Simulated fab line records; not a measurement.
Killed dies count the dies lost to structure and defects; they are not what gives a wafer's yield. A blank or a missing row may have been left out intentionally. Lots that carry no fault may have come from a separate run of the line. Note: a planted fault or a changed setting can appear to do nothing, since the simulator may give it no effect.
Chamber matching    flow n5-finfet    4 sister chambers for N5_HKMG_FIN_ALD_21 on ald-metal-02
The step deposits TiN, target thk 1.5 nm, pulse time 1 s, purge time 3 s. 8 wafers are shown with their chamber, then 10 later ones without.

## WAFERS PAIRED WITH THEIR CHAMBERS
wafer   chamber  heater-power-w (W)  heater-power-outer-w (W)
L084.4  2        808                 502
L087.3  1        930                 585
L088.6  0        817                 538
L089.1  0        849                 542
L089.2  2        781                 505
L089.5  3        825                 486
L090.2  1        951                 580
L090.4  3        825                 499

## WAFERS MISSING THEIR CHAMBER
wafer   heater-power-w (W)  heater-power-outer-w (W)
L090.6  803                 501
L092.1  814                 494
L092.2  797                 515
L092.3  946                 575
L093.1  797                 502
L093.2  990                 570
L093.3  828                 542
L096.2  817                 499
L096.3  841                 515
L096.6  839                 479

## CHAMBER TAKEN BY EACH
wafer    from the rows above            in truth
L090.6   can't be placed: 2 or 3        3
L092.1   can't be placed: 3 or 2        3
L092.2   2                              2
L092.3   1                              1
L093.1   2                              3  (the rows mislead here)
L093.2   1                              1
L093.3   0                              0
L096.2   can't be placed: 3 or 2        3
L096.3   can't be placed: 2 or 3 or 0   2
L096.6   3                              3
5 of 10 placed correctly. These rows do not allow placing 4 (true chamber among the candidates in 4). Wrongly placed: 1.
How it was worked out, from the rows above alone: a wafer's distance from a chamber is the root of the sum, over the readings, of the square of ((its reading less the chamber's mean) divided by the reading's scatter). The wafer belongs to the nearest chamber; if the next one is less than 2 further off, it can't be placed. A chamber's mean is the mean of its shown wafers. The scatter: take each reading less its chamber's mean, square it, sum over the shown wafers, divide by the number of wafers less the number of chambers, and take the root.
